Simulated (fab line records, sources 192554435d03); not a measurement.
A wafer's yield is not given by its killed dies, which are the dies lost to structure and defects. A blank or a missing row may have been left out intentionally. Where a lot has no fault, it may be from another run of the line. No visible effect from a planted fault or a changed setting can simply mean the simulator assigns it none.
Problem report in the 8D (eight disciplines) form, filled by code / flow n5Finfet / the parts of the form that need people (team, actions taken, sign-off) are left out

== 1. THE PROBLEM ==
Wafers without a fault read 63 s, standard deviation 4.3; timeToEndpointS at N5_BEOL_M6_CMP_52 reads a mean of 92 s on 3 wafers belonging to 2 lots. Relative to the usual mean, that is a shift of +6.7 standard deviations.
The step: polishes, stops on SiCOH lowk, t overpolish 6.9 s, target thk 80 nm.
First seen on wafer L615.4, day 9 12:46, on cmp-01. At this step, 31 wafers from 11 lots have a number in the record. Rule for "out" (also "out of limits"): further than 4 standard deviations from the usual mean. The other wafers with a number count as sound.

== 2. WHAT IT IS, WHAT IT ISN'T ==
question=which readings at this step | is=timeToEndpointS | is not=-
question=which lots | is=L615, L618 | is not=L612, L614, L626, L627, L628, L631, L632, L633, L634
question=which wafers of those lots | is=L615.4, L615.6, L618.6 | is not=L618.2
question=read on which tools | is=cmp-01, cmp-04 | is not=cmp-02
question=when | is=from day 9 12:46 | is not=up to then (6 sound wafers); but 22 sound wafers of L618, L626, L627, L628, L631, L632, L633, L634 came after

== 3. SUSPECTS, AND WHAT RULES EACH OUT ==
Counting: a tool at a process step up to the reading stays a suspect if it ran every lot that is out. Sound lots after the first of them don't rule it out here, since some wafers of a struck lot are sound.
- ecdCu-02 at N5_BEOL_M6_ECD_50 (material Cu, target thk 300 nm): kept. It ran every lot that is out, first L615 (day 9 12:01); its last sound lot up to then is L612 (day 8 17:34).
Left after counting: ecdCu-02 at N5_BEOL_M6_ECD_50.

== 4. THE CAUSE (what the simulator had put in) ==
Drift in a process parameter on ecdCu-02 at N5_BEOL_M6_ECD_50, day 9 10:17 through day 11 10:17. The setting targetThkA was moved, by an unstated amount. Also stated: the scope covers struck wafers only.
This tool alone remained once counting was done.

== 5. SEQUENCE OF EFFECTS, ordered by route ==
One row per reading whose mean, taken over the struck wafers that have a number, lies over 3 standard deviations from the usual. Scope: only readings with a usual standard deviation given in the record; hours: median across lots of the time from each lot's start at the first step in this table that gives one to its start at this step; sigmas: change in usual standard deviations.
hours=0; step=N5_BEOL_M6_CMP_52; reading=timeToEndpointS; usual=63 s; on struck wafers=92; change=+29; sigmas=+6.7
Here are the process steps it includes:
- N5_BEOL_M6_CMP_52: polishes, stops on SiCOH lowk, t overpolish 6.9 s, target thk 80 nm.

== 6. HOW IT WOULD HAVE BEEN CAUGHT EARLIER ==
In this record the first reading out of limits was taken at day 9 12:46, 2 hours after the fault began at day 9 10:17.
Among the 2 lots that are out, L618 began N5_BEOL_M6_ECD_50 on ecdCu-02 after day 9 12:46. Holding the tool at that time would have saved it.
